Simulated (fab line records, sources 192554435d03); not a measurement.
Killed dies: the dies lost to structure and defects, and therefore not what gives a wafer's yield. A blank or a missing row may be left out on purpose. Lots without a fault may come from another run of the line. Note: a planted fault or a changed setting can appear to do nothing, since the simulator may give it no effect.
Matching of chambers / flow n5Finfet / rieDiel-01 running N5_BEOL_M4_STRIP_19: 4 sister chambers
The step strips in O2. 8 wafers are shown with their chamber, then 9 later ones without.

## WAFERS PAIRED WITH THEIR CHAMBERS
wafer=L087.3; chamber=0; showerheadPlenumPTorr (Torr)=2.04; throttleValvePct (%)=16.72
wafer=L089.2; chamber=1; showerheadPlenumPTorr (Torr)=2.13; throttleValvePct (%)=16.36
wafer=L089.5; chamber=3; showerheadPlenumPTorr (Torr)=2.24; throttleValvePct (%)=16.23
wafer=L091.3; chamber=1; showerheadPlenumPTorr (Torr)=2.12; throttleValvePct (%)=16.37
wafer=L091.5; chamber=2; showerheadPlenumPTorr (Torr)=2.04; throttleValvePct (%)=16.75
wafer=L093.1; chamber=3; showerheadPlenumPTorr (Torr)=2.24; throttleValvePct (%)=16.26
wafer=L093.3; chamber=2; showerheadPlenumPTorr (Torr)=2.04; throttleValvePct (%)=16.75
wafer=L093.4; chamber=0; showerheadPlenumPTorr (Torr)=2.04; throttleValvePct (%)=16.74

## WAFERS MISSING THEIR CHAMBER
wafer=L092.3; showerheadPlenumPTorr (Torr)=2.24; throttleValvePct (%)=16.26
wafer=L092.4; showerheadPlenumPTorr (Torr)=2.04; throttleValvePct (%)=16.75
wafer=L092.5; showerheadPlenumPTorr (Torr)=2.04; throttleValvePct (%)=16.76
wafer=L094.1; showerheadPlenumPTorr (Torr)=2.12; throttleValvePct (%)=16.40
wafer=L094.4; showerheadPlenumPTorr (Torr)=2.04; throttleValvePct (%)=16.74
wafer=L094.5; showerheadPlenumPTorr (Torr)=2.12; throttleValvePct (%)=16.40
wafer=L097.3; showerheadPlenumPTorr (Torr)=2.12; throttleValvePct (%)=16.40
wafer=L097.5; showerheadPlenumPTorr (Torr)=2.12; throttleValvePct (%)=16.40
wafer=L097.6; showerheadPlenumPTorr (Torr)=2.03; throttleValvePct (%)=16.76

## CHAMBER TAKEN BY EACH
wafer=L092.3; from the rows above=3; in truth=3
wafer=L092.4; from the rows above=can't be placed: 2 or 0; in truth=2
wafer=L092.5; from the rows above=can't be placed: 2 or 0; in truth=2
wafer=L094.1; from the rows above=1; in truth=1
wafer=L094.4; from the rows above=can't be placed: 0 or 2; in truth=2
wafer=L094.5; from the rows above=1; in truth=1
wafer=L097.3; from the rows above=1; in truth=1
wafer=L097.5; from the rows above=1; in truth=1
wafer=L097.6; from the rows above=can't be placed: 2 or 0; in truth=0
Correct placement for 5 of the 9. Can't be placed from these rows: 4 (the true chamber is among the candidates in 4). Number placed wrongly: 0.
How it was worked out, from the rows above alone: a wafer's distance from a chamber is the root of the sum, over the readings, of the square of ((its reading less the chamber's mean) divided by the reading's scatter). If the next closest chamber is less than 2 further off than the closest, the wafer can't be placed; otherwise it belongs to the closest. The mean given for a chamber averages the wafers shown for that chamber. The scatter: the root of (the sum of the squares of (reading less its chamber's mean) over the shown wafers, divided by (wafers less chambers)).
